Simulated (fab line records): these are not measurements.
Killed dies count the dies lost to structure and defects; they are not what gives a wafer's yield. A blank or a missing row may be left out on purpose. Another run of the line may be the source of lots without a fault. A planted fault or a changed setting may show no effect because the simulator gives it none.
Problem report in the 8D (eight disciplines) form, filled by code    flow n5Finfet    the parts of the form that need people (team, actions taken, sign-off) are left out

1. THE PROBLEM
Wafers without a fault read 125.4 s, standard deviation 0.59; runLengthS at N5_BEOL_M5_CO_CAP_78 reads a mean of 101.8 s on 5 wafers belonging to 3 lots. Measured from the usual mean, that is -40 standard deviations.
The step: material Co, precursor CCTBA/H2, target thk 2 nm, time 102.1 s.
Seen first at day 12 19:50 on cvdCo-02, wafer L118.2. Wafers with a number at this step in the record: 36, from 12 lots. By rule, "out" or "out of limits" means more than 4 standard deviations away from the usual mean. All remaining wafers that have a number are taken as sound.

2. WHAT IT IS AND WHAT IT IS NOT
question                     is                                      is not
which readings at this step  runLengthS                              heaterPowerW
which lots                   L118, L119, L120                        L101, L102, L103, L104, L106, L108, L109, L115, L124
which wafers of those lots   L118.2, L118.4, L119.2, L119.4, L120.4  L118.1, L119.5, L120.1, L120.5
read on which tools          cvdCo-02                                cvdCo-01
when                         from day 12 19:50                       up to then (25 sound wafers); but 6 sound wafers of L119, L120, L124 came after

3. SUSPECTS, AND WHAT RULES EACH OUT
Counting: if a tool at a process step up to the reading ran every lot that is out, it stays a suspect. Sound lots after the first of them don't rule it out here, since some wafers of a struck lot are sound.
- cvdCo-02 at N5_BEOL_M5_CO_CAP_78 (material Co, precursor CCTBA/H2, target thk 2 nm, time 102.1 s): kept. Ran every lot that is out, first one L118 (day 12 19:50); last sound lot up to then L115 (day 11 17:11). On those wafers its own readings are out: runLengthS.
Remaining after the count: cvdCo-02 at N5_BEOL_M5_CO_CAP_78.

4. THE CAUSE (what the simulator had put in)
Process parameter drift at N5_BEOL_M5_CO_CAP_78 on cvdCo-02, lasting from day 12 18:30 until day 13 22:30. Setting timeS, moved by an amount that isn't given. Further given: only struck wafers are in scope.
The count eliminated every tool but this one.

5. THE EFFECT CHAIN, in route order
One row per reading whose mean, taken over the struck wafers that have a number, lies over 3 standard deviations from the usual. Scope: only readings with a usual standard deviation given in the record; hours: median across lots of the time from each lot's start at the first step in this table that gives one to its start at this step; sigmas: change in usual standard deviations.
hours  step                  reading     usual    on struck wafers  change  sigmas
0      N5_BEOL_M5_CO_CAP_78  runLengthS  125.4 s  101.8             -23.6   -40
Process steps it contains:
- N5_BEOL_M5_CO_CAP_78: material Co, precursor CCTBA/H2, target thk 2 nm, time 102.1 s.
Later steps that measure or inspect, where all struck wafers having a row at the step show a number for every such reading and not one has moved that far: N5_BEOL_M5_RS_MEAS_57.

6. HOW IT WOULD HAVE BEEN CAUGHT EARLIER
In this record the first reading out of limits was taken at day 12 19:50, 1 hour after the fault began at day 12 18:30.
